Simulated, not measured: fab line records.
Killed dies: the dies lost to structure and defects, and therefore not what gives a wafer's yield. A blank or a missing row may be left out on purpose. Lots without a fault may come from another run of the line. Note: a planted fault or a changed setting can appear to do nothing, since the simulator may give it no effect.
A lot that was struck, set against a sound lot :: flow n5-finfet :: 18 steps out of a route of 1938
Sound: the wafers L311.1, L311.4, L311.6. The struck wafers were L321.3, L321.4, L321.5. Last of all comes the cause.
Per side, at each step with rows, come the tool, then ch with its chambers, and then its first start. Under that, the readings that differ: sound wafers :: struck wafers :: difference of the means :: sigmas: that difference in standard deviations of wafers without a fault.
alike: readings whose means differ by less than 2 such deviations, and words and numbers that are the same on both sides. not compared: withheld readings, readings that some wafer has no value for, bounds like >300 that may hide the same value, and numbers for which the record gives no deviation and whose values overlap.
A row with sigmas, a row that says differs or no value, or rows on one side alone: a step with any of these is where the two part. Numbers that don't overlap but have no deviation are shown without sigmas and don't part them. A reading missing from all wafers of one side parts the sides only when that side holds two or more wafers.

first, 7 steps without rows for these wafers: N5_HKMG_FIN_COAT_42 (time 60 s, resist thk 35 nm); N5_HKMG_FIN_COAT_43 (resist thk 90 nm); N5_HKMG_FIN_EBR_45; N5_HKMG_FIN_SOFTBAKE_44 (time 60 s); N5_HKMG_FIN_EXPOSE_46 (exposes mask NDIPOLE); N5_HKMG_FIN_PEB_47 (peb time 60 s); N5_HKMG_FIN_DEVELOP_48 (develop time 30 s).
N5_HKMG_FIN_CD_MEAS_49 targets a cd of 202 nm.
  sound on cd-sem-02 ch 0, day 5 16:56; struck on cd-sem-01 ch 0, day 8 01:29
reading: cd-nm (nm)
sound: 200.9 201.2 201.3
struck: 202.5 202.4 202.7
difference: +1.4
sigmas: +2
N5_HKMG_FIN_OVL_MEAS_50:
  sound on overlay-01 ch 0, day 5 16:58; struck on overlay-01 ch 0, day 8 01:31
  alike: NDIPOLE_OVL
N5_HKMG_FIN_INSPECT_61: inspects for defects (macro).
  sound on defect-inspect-02 at day 5 17:00; struck on defect-inspect-02 at day 8 01:32
  alike: raw-defect-count
N5_HKMG_FIN_DESCUM_53: chemistry O2, time 7.9 s.
  sound on rie-diel-03 ch 0,3, day 5 17:02; struck on rie-diel-05 ch 0,1,3, day 8 01:34
reading: oes-product-au (a.u.)
sound: 0.97 0.80 0.97
struck: 0.71 0.73 0.70
difference: -0.20
sigmas: -3
  alike: drypump-motor-current-A, rf-vpp-V, showerhead-plenum-p-Torr, throttle-valve-pct
  not compared: rf-hours-counter-h
N5_HKMG_FIN_ETCH_54: etches SiARC in CF4, target depth 45.5 nm, time 75.8 s.
  sound on rie-diel-03 ch 0,3, day 5 17:04; struck on rie-diel-05 ch 0,1,3, day 8 01:37
reading: etch-rf-on-time-s (s)
sound: 74.8 75.0 74.4
struck: 76.2 77.5 77.8
difference: +2.4
sigmas: +2

reading: oes-product-au (a.u.)
sound: 0.82 0.69 0.82
struck: 0.60 0.62 0.60
difference: -0.17
sigmas: -3
  alike: drypump-motor-current-A, rf-vpp-V, showerhead-plenum-p-Torr, throttle-valve-pct
  not compared: rf-hours-counter-h
N5_HKMG_FIN_ETCH_55: etches SOC in N2/H2, target depth 240 nm, time 300 s.
  sound on rie-diel-03 ch 0,3, day 5 17:07; struck on rie-diel-05 ch 0,1,3, day 8 01:40
reading: model.HKMG_FIN.feature-depth-nm (nm)
sound: 243.6 241.6 243.4
struck: 342 332.8 334.2
difference: +93
sigmas: 

reading: model.etch.depth-nm (nm)
sound: 243.6 241.6 243.4
struck: 342 332.8 334.2
difference: +93
sigmas: 

reading: model.SiARC_of_HKMG_FIN_COAT_42.thk-nm (nm)
sound: 21 21.2 21.2
struck: 15.6 16.2 16
difference: -5.2
sigmas: 
  alike: drypump-motor-current-A, oes-product-au, rf-vpp-V, showerhead-plenum-p-Torr, throttle-valve-pct
  not compared: rf-hours-counter-h
then, 1 step without rows for these wafers: N5_HKMG_FIN_STRIP_56 (strips in N2/H2).
N5_HKMG_FIN_STRIP_57: strips in CF4.
  sound on rie-diel-03 ch 0,3, day 5 17:19; struck on rie-diel-05 ch 0,1,3, day 8 01:51
reading: oes-product-au (a.u.)
sound: 0.95 0.79 0.95
struck: 0.70 0.72 0.71
difference: -0.19
sigmas: -3
  alike: drypump-motor-current-A, rf-vpp-V, showerhead-plenum-p-Torr, throttle-valve-pct
  not compared: rf-hours-counter-h
N5_HKMG_FIN_ETCH_58: etches SOC in N2/H2, target depth 215.8 nm, time 741 s.
  sound on rie-diel-03 ch 0,3, day 5 17:20; struck on rie-diel-05 ch 0,1,3, day 8 01:52
reading: oes-product-au (a.u.)
sound: 0.96 0.81 0.95
struck: 0.71 0.72 0.71
difference: -0.19
sigmas: -3

reading: model.HKMG_FIN.cd-offset-nm (nm)
sound: -1.2 -1.2 -0.4
struck: 3.2 2.8 3.2
difference: +4.0
sigmas: 
  alike: drypump-motor-current-A, rf-vpp-V, showerhead-plenum-p-Torr, throttle-valve-pct
  not compared: rf-hours-counter-h
N5_HKMG_FIN_STRIP_93: strips SOC in N2/H2, time 20 s.
  sound on rie-diel-03 ch 0,3, day 5 17:46; struck on rie-diel-05 ch 0,1,3, day 8 02:18
reading: oes-product-au (a.u.)
sound: 0.97 0.80 0.96
struck: 0.71 0.72 0.71
difference: -0.20
sigmas: -3
  alike: drypump-motor-current-A, rf-vpp-V, showerhead-plenum-p-Torr, throttle-valve-pct
  not compared: rf-hours-counter-h
-- here the record skips 4 days between the struck wafers' starts before and after, leaving off in module HKMG_FIN and picking up in module BEOL_M4 (first step shown: number 1111 of the route) --
N5_BEOL_M4_RC_MEAS_101:
  sound on prober-01 ch 0, day 9 17:49; struck on prober-01 ch 0, day 11 23:05
reading: DIBL_N (mV/V)
sound: 38.9 38.5 38.0
struck: 34.6 34.4 35.6
difference: -3.6
sigmas: -3
  alike: DIBL_P, IOFF_N, IOFF_P, ION_N, ION_P, SS_N, SS_P, VT_N, VT_P

WHERE THEY PART
Last at N5_BEOL_M4_RC_MEAS_101 as far as this record goes, first at N5_HKMG_FIN_CD_MEAS_49.

WHY: what the simulator had put in
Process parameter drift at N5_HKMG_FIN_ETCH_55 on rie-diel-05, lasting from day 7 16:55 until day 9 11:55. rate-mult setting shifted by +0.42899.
